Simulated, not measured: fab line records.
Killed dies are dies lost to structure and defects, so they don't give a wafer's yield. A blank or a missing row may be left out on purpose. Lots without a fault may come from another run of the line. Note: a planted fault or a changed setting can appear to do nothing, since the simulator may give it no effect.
A lot that was struck, set against a sound lot / flow n5 finfet / 37 steps out of a route of 1938
Sound: wafers L571.3, L571.4, L571.6. Wafers struck: L559.1, L559.4, L559.5. The cause comes at the end.
Per side, at each step with rows, come the tool, then ch with its chambers, and then its first start. Under that, the readings that differ: sound wafers / struck wafers / difference of the means / sigmas: that difference in standard deviations of wafers without a fault.
alike: readings whose means differ by less than 2 such deviations, and words and numbers that are the same on both sides. not compared: withheld readings, readings that some wafer has no value for, bounds like >300 that may hide the same value, and numbers for which the record gives no deviation and whose values overlap.
Wherever a step has rows on one side only, a row that says differs or no value, or a row with sigmas, the two part there. Numbers that don't overlap but have no deviation are shown without sigmas and don't part them. A reading that every wafer of one side lacks parts them only if that side has two wafers or more.

first, 9 steps without rows for these wafers: N5_WELL_APT_COAT_19 (resist thk 950 nm); N5_WELL_APT_EBR_21; N5_WELL_APT_SOFTBAKE_20 (time 60 s); N5_WELL_APT_EXPOSE_22 (exposes mask PWELL, defocus 0 nm, target cd 200 nm); N5_WELL_APT_PEB_23 (peb time 90 s); N5_WELL_APT_DEVELOP_24 (develop time 45 s); N5_WELL_APT_HARDBAKE_29 (time 120 s); N5_WELL_APT_DESCUM_30 (chemistry O2, time 7.9 s); N5_WELL_APT_IMPLANT_31.
N5_WELL_APT_IMPLANT_32:
  sound on implanter-02 ch 0, day 6 21:23; struck on implanter-01 ch 0, day 3 21:37
reading=beam energy keV; sound=50.001 50.021 50.006; struck=54.896 54.928 54.924; difference=+4.907; sigmas=+99 or more
reading=model.implant.rp nm (nm); sound=36.51 36.51 36.51; struck=40.83 40.83 40.83; difference=+4.32; sigmas=
reading=model.implant.drp nm (nm); sound=18.55 18.55 18.55; struck=19.86 19.86 19.86; difference=+1.31; sigmas=
  alike: dose ions cm2
then, 25 steps without rows for these wafers: N5_WELL_APT_STRIP_33 (strips in SPM, time 900 s); N5_WELL_APT_RTA_34 (time 10 s); N5_WELL_APT_OXIDE_STRIP_42 (strips SiO2 in dHF, time 45 s, target depth 12 nm); N5_WELL_APT_PRECLEAN_36 (cleans in O3/DIW, time 45 s); N5_WELL_APT_PRECLEAN_39 (cleans in dHF, time 60 s); N5_WELL_APT_SRD_37 (time 30 s); N5_WELL_APT_EPI_41 (deposits Si from SiH4/H2, target thk 50 nm, time 297.7 s); N5_PMOS_HMC_CHANNEL_EPI_HM_DEP_34 (deposits SiO2 from TEOS/O2, target thk 36 nm, time 6.9 s); N5_PMOS_HMC_CHANNEL_EPI_COAT_31 (time 60 s, resist thk 66 nm); N5_PMOS_HMC_CHANNEL_EPI_COAT_03 (resist thk 205 nm); N5_PMOS_HMC_CHANNEL_EPI_EBR_05; N5_PMOS_HMC_CHANNEL_EPI_SOFTBAKE_04 (time 60 s); N5_PMOS_HMC_CHANNEL_EPI_EXPOSE_06 (exposes mask PMOS HMC BLK, target cd 240 nm); N5_PMOS_HMC_CHANNEL_EPI_PEB_07 (peb time 60 s); N5_PMOS_HMC_CHANNEL_EPI_DEVELOP_08 (develop time 30 s); N5_PMOS_HMC_CHANNEL_EPI_DESCUM_14 (chemistry O2, time 7.9 s); N5_PMOS_HMC_CHANNEL_EPI_ETCH_32 (etches BARC in N2/H2, stops on SiO2, target depth 85.8 nm, time 50.3 s); N5_PMOS_HMC_CHANNEL_EPI_HM_OPEN_15 (chemistry CHF3/O2, target SiO2, target depth 40.6 nm, time 20.3 s); N5_PMOS_HMC_CHANNEL_EPI_STRIP_33 (strips in N2/H2); N5_PMOS_HMC_CHANNEL_EPI_STRIP_17 (strips in SPM, time 750 s); N5_PMOS_HMC_CHANNEL_EPI_ETCH_38 (etches SiO2 in CF4, target depth 1.5 nm); N5_PMOS_HMC_CHANNEL_EPI_FIN_RECESS_16 (chemistry HBr/Cl2, target Si, target depth 54 nm, time 18 s); N5_PMOS_HMC_CHANNEL_EPI_PRECLEAN_36 (cleans in O3/DIW, time 45 s); N5_PMOS_HMC_CHANNEL_EPI_PRECLEAN_18 (cleans in DHF, time 30 s); N5_PMOS_HMC_CHANNEL_EPI_SRD_19 (time 30 s).
-- a jump in the record: the struck wafers' starts before and after are 7 days apart (it breaks off in module PMOS_HMC_CHANNEL_EPI and resumes in module BEOL_M4, where the first step shown is number 1111 of the route) --
N5_BEOL_M4_RC_MEAS_101:
  sound on prober-02 ch 0, day 13 19:40; struck on prober-02 ch 0, day 10 21:19
reading=CJ_N; sound=4.26 4.25 4.22; struck=3.93 4.09 3.96; difference=-0.25; sigmas=-3
reading=ION_P (uA/um); sound=470 461 457; struck=445 446 448; difference=-16; sigmas=-2
reading=SS_N (mV/dec); sound=72.2 72.2 72.2; struck=70.5 70.6 70.4; difference=-1.7; sigmas=-3
reading=VT_P (mV); sound=-250 -250 -250; struck=-259 -256 -261; difference=-9; sigmas=-3
  alike: DIBL_N, DIBL_P, IOFF_N, IOFF_P, ION_N, SS_P, VT_N
-- here the record skips 4 days between the struck wafers' starts before and after, leaving off in module BEOL_M4 and picking up in module PASSIVATION (first step shown: number 1936 of the route) --
N5_PASSIVATION_PROBE_49:
  sound: prober-02 at day 18 07:23; struck: prober-02 at day 15 07:34
  alike: defect limited yield, killed_at_M0_to_M3, killed_at_M4_up, killed at contacts, killed at front end, killed at other, killed dies, killed open, killed short, sort_bin_5_function, sort_bin_6_memory, sort n pass, sort yield pct

== WHERE THEY PART ==
At N5_WELL_APT_IMPLANT_32 first; at N5_BEOL_M4_RC_MEAS_101 last (within this record only). Later steps at which nothing parts them and some readings are alike: N5_PASSIVATION_PROBE_49.

WHY: whatever the simulator had introduced
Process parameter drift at N5_WELL_APT_IMPLANT_32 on implanter-01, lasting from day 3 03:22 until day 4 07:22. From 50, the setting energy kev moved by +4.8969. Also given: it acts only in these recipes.
